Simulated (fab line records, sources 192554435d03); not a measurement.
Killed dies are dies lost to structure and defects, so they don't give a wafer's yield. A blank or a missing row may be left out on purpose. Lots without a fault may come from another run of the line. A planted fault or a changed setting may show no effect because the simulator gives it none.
A struck lot beside a sound one | flow n5_finfet | 16 steps out of a route of 1938
Sound: wafers L678.1, L678.5, L678.6. Struck: wafers L687.2, L687.5, L687.6. The cause comes at the end.
At each step with rows: each side's tool, then ch and its chambers, then its first start. Under that, the readings that differ: sound wafers | struck wafers | difference of the means | sigmas: that difference in standard deviations of wafers without a fault.
alike: readings whose means differ by less than 2 such deviations, and words and numbers that are the same on both sides. not compared: withheld readings, readings that some wafer has no value for, bounds like >300 that may hide the same value, and numbers for which the record gives no deviation and whose values overlap.
The two part at a step that has a row with sigmas, a row that says differs or no value, or rows on one side only. Numbers that don't overlap but have no deviation are shown without sigmas and don't part them. A reading that every wafer of one side lacks parts them only if that side has two wafers or more.

first, 9 steps without rows for these wafers: N5_BEOL_M2_COAT_05 (resist thk 30 nm); N5_BEOL_M2_EBR_07; N5_BEOL_M2_SOFTBAKE_06 (time 60 s); N5_BEOL_M2_EXPOSE_08 (exposes mask M2); N5_BEOL_M2_PEB_09 (peb time 60 s); N5_BEOL_M2_DEVELOP_10 (develop time 30 s); N5_BEOL_M2_DESCUM_16 (chemistry O2, time 7 s); N5_BEOL_M2_ETCH_74 (etches underlayer in N2/H2, target depth 6.5 nm, time 5.2 s); N5_BEOL_M2_ETCH_63 (etches SiARC in CF4, target depth 15.6 nm, time 26 s).
N5_BEOL_M2_ETCH_64: etches SOC in N2/H2, target depth 75 nm, overetch 22.5 nm, time 121.9 s.
  sound on rie_diel-01 ch 0,1, day 8 05:11; struck on rie_diel-01 ch 0,1,2, day 10 10:35
  reading                                    | sound             | struck            | difference | sigmas
  rf_fwd_power_W (W)                         | 834.0 837.8 833.9 | 635.5 635.6 633.7 | -200.3     | -80
  rf_vpp_V (V)                               | 524.6 525.3 525.2 | 575.1 573.8 574.6 | +49.5      | +22
  model.SiARC_of_BEOL_M2_COAT_62.thk_nm (nm) | 6.2 6.4 6.2       | 6.8 7.2 7         | +0.7       |
  model.BEOL_M2.cd_offset_nm (nm)            | 0.6 0 0.2         | -1.2 -0.6 -0.8    | -1.1       |
  alike: drypump_motor_current_A, oes_product_au, showerhead_plenum_p_Torr, throttle_valve_pct
  not compared: rf_hours_counter_h
then, 3 steps without rows for these wafers: N5_BEOL_M2_STRIP_65 (strips in N2/H2); N5_BEOL_M2_STRIP_75 (strips in N2/H2); N5_BEOL_M2_STRIP_66 (strips in CF4).
N5_BEOL_M2_HM_OPEN_17: chemistry Cl2/BCl3, target TiN, target depth 20 nm, overetch 6 nm.
  sound on rie_metal-01 ch 0,1, day 8 05:22; struck on rie_metal-03 ch 0,1, day 10 10:45
  reading                         | sound     | struck         | difference | sigmas
  model.BEOL_M2.cd_offset_nm (nm) | 0.6 0 0.2 | -1.2 -0.6 -0.6 | -1.1       |
  alike: drypump_motor_current_A, oes_product_au, throttle_valve_pct
  not compared: rf_hours_counter_h
then, 1 step without rows for these wafers: N5_BEOL_M2_STRIP_19 (strips in O2).
N5_BEOL_M4_RC_MEAS_101:
  sound on prober-02 ch 0, day 9 14:11; struck on prober-02 ch 0, day 11 20:29
  alike: DIBL_N, DIBL_P, IOFF_N, IOFF_P, ION_N, ION_P, SS_N, SS_P, VT_N, VT_P

WHERE THEY PART
Only at N5_BEOL_M2_ETCH_64, within this record. Later steps at which nothing parts them and some readings are alike: N5_BEOL_M2_HM_OPEN_17, N5_BEOL_M4_RC_MEAS_101.

WHY: what the simulator had put in
Process parameter drift: rie_diel-01, from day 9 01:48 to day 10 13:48, at N5_BEOL_M2_ETCH_64. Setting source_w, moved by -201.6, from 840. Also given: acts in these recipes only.
